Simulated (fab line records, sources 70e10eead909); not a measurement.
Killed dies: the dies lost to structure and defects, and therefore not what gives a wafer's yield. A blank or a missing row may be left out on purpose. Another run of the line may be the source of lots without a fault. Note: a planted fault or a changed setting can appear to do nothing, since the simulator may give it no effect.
Struck lot and sound lot, side by side | flow nand-harc | 14 out of 1159 route steps
Sound: these wafers, L288.1, L288.2, L288.4. The struck wafers were L296.1, L296.2, L296.6. The cause is named last.
For every step that has rows: the tool of each side, followed by ch and its chambers, followed by its first start. Under that, the readings that differ: sound wafers | struck wafers | difference of the means | sigmas: that difference in standard deviations of wafers without a fault.
alike: readings with means less than 2 such deviations apart, plus words and numbers identical on both sides. not compared: withheld readings, readings lacking a value on some wafer, bounds such as >300 that could conceal the same value, and numbers that have no deviation in the record and whose values overlap.
A row with sigmas, a row that says differs or no value, or rows on one side alone: a step with any of these is where the two part. Non-overlapping numbers with no deviation appear without sigmas and do not part them. Lack of a reading on every wafer of one side parts them only where that side has two or more wafers.

NHARC_A_SOURCE_PLATE_THK_MEAS_06: measures by ellipsometry.
  sound on film-metro-01, day 8 09:45; struck on film-metro-02, day 10 17:04
  alike: thk-nm
NHARC_A_SOURCE_PLATE_INSPECT_08:
  sound on defect-inspect-01, day 8 09:49; struck on defect-inspect-02, day 10 17:08
  reading          | sound     | struck   | difference | sigmas
  raw-defect-count | 92 53 211 | 47 71 61 | -59        | -2
then, no rows for these wafers at 1 step: NHARC_A_ONON_D1_DEP_00 (target thk 1000 nm).
NHARC_A_ONON_D1_THK_MEAS_02: measures by ellipsometry.
  sound on film-metro-01, day 8 10:23; struck on film-metro-01, day 10 17:43
  alike: thk-nm
then, no rows for these wafers at 1 step: NHARC_A_ONON_D1_DEP_03 (target thk 1000 nm).
NHARC_A_ONON_D1_THK_MEAS_05: measures by ellipsometry.
  sound on film-metro-02, day 8 10:57; struck on film-metro-02, day 10 18:17
  alike: thk-nm
then, no rows for these wafers at 1 step: NHARC_A_ONON_D1_DEP_06 (target thk 1000 nm).
NHARC_A_ONON_D1_THK_MEAS_08: measures by ellipsometry.
  sound on film-metro-02, day 8 11:31; struck on film-metro-02, day 10 18:51
  reading     | sound       | struck         | difference | sigmas
  thk-nm (nm) | 985 988 987 | 1009 1010 1009 | +23        | +2
then, no rows for these wafers at 1 step: NHARC_A_ONON_D1_DEP_09 (target thk 1000 nm).
NHARC_A_ONON_D1_THK_MEAS_11: measures by ellipsometry.
  sound on film-metro-02, day 8 12:05; struck on film-metro-01, day 10 19:25
  alike: thk-nm
NHARC_A_ONON_D1_DEP_12: target thk 1000 nm.
  sound on pecvd-onon-03 ch 0, day 8 12:08; struck on pecvd-onon-03 ch 0, day 10 19:29
  alike: n2-flow-sccm, n2o-flow-sccm
NHARC_A_ONON_D1_THK_MEAS_14: measures by ellipsometry.
  sound on film-metro-02, day 8 12:39; struck on film-metro-02, day 10 19:59
  reading     | sound          | struck      | difference | sigmas
  thk-nm (nm) | 1009 1008 1010 | 663 661 665 | -346       | -44
then, 1 step without rows for these wafers: NHARC_A_ONON_D1_ANNEAL_15 (time 3600 s).
-- the record jumps here: 12 days lie between the struck wafers' starts before and after (it left off in module A_ONON_D1 and takes up again in module END, whose first step shown is number 1159 of the route) --
NHARC_END_SORT_01:
  here the record holds rows for the struck wafers (prober-01 ch 0, day 22 19:25) but none for the sound ones

== WHERE THEY PART ==
At NHARC_A_SOURCE_PLATE_INSPECT_08 first; at NHARC_END_SORT_01 last (within this record only).

WHY: what the simulator had put in
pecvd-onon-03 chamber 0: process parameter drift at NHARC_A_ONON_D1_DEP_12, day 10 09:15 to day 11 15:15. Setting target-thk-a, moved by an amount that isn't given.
